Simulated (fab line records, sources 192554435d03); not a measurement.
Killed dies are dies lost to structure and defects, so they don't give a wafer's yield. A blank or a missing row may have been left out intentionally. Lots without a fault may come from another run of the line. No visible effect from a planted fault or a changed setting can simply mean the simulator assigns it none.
Chamber matching -- flow n5_finfet -- N5_BEOL_M3_ILD_DEP_00 on pecvd-01 has 3 sister chambers
The step deposits SiOC from DEMS/O2, target thk 79 nm, time 15.3 s. 18 wafers are shown with their chamber, then 9 later ones without.

WAFERS, EACH WITH ITS CHAMBER
wafer,chamber,throttle_valve_pct (%),rf_fwd_power_W (W),heater_power_w (W)
L078.2,0,13.1,489.8,611
L078.4,1,11.6,497.5,507
L078.6,2,11.4,493.7,604
L079.3,1,11.5,494.5,522
L079.4,1,11.5,496.6,534
L079.6,0,13.1,490.9,536
L084.2,2,11.6,494.5,584
L084.4,2,11.4,494.5,574
L084.5,0,13.4,492.4,531
L087.1,0,12.9,487.6,593
L087.3,1,11.7,496.6,545
L087.6,2,11.6,493.2,654
L093.1,1,11.3,496.0,484
L093.3,2,11.5,494.9,641
L093.4,2,11.5,493.8,626
L092.1,2,11.6,495.4,536
L092.2,0,13.0,490.0,611
L092.4,2,11.7,494.2,547

SIGNATURES, as means of the wafers listed above
reading,chamber 0,chamber 1,chamber 2,scatter within a chamber
throttle_valve_pct,13.100,11.520,11.537,0.143
rf_fwd_power_W,490.140,496.240,494.275,1.17
heater_power_w,576.40,518.40,595.75,38
Rule: a wafer lies at a distance from a chamber equal to the root of the sum of squares, over the readings, of (its reading less the chamber's mean, divided by the reading's scatter). If the next closest chamber is less than 2 further off than the closest, the wafer can't be placed; otherwise it belongs to the closest. The scatter is the square root of a quotient: the sum, over the shown wafers, of each reading's squared deviation from its chamber's mean, divided by wafers minus chambers.

WAFERS WHOSE CHAMBER IS MISSING
wafer,throttle_valve_pct (%),rf_fwd_power_W (W),heater_power_w (W)
L094.1,11.7,497.4,601
L094.5,11.4,496.8,591
L094.6,11.3,498.7,491
L095.3,13.1,491.7,514
L095.4,11.6,493.8,529
L095.6,13.2,489.8,509
L097.1,11.5,496.7,642
L097.3,11.5,494.3,449
L097.5,11.7,495.5,647

CHAMBER TAKEN BY EACH
wafer,from the rows above,in truth
L094.1,can't be placed: 1 or 2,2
L094.5,can't be placed: 1 or 2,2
L094.6,1,1
L095.3,0,0
L095.4,can't be placed: 2 or 1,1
L095.6,0,0
L097.1,can't be placed: 2 or 1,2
L097.3,can't be placed: 1 or 2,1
L097.5,can't be placed: 2 or 1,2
3 of 9 placed correctly. These rows do not allow placing 6 (true chamber among the candidates in 6). Placed wrongly: 0.
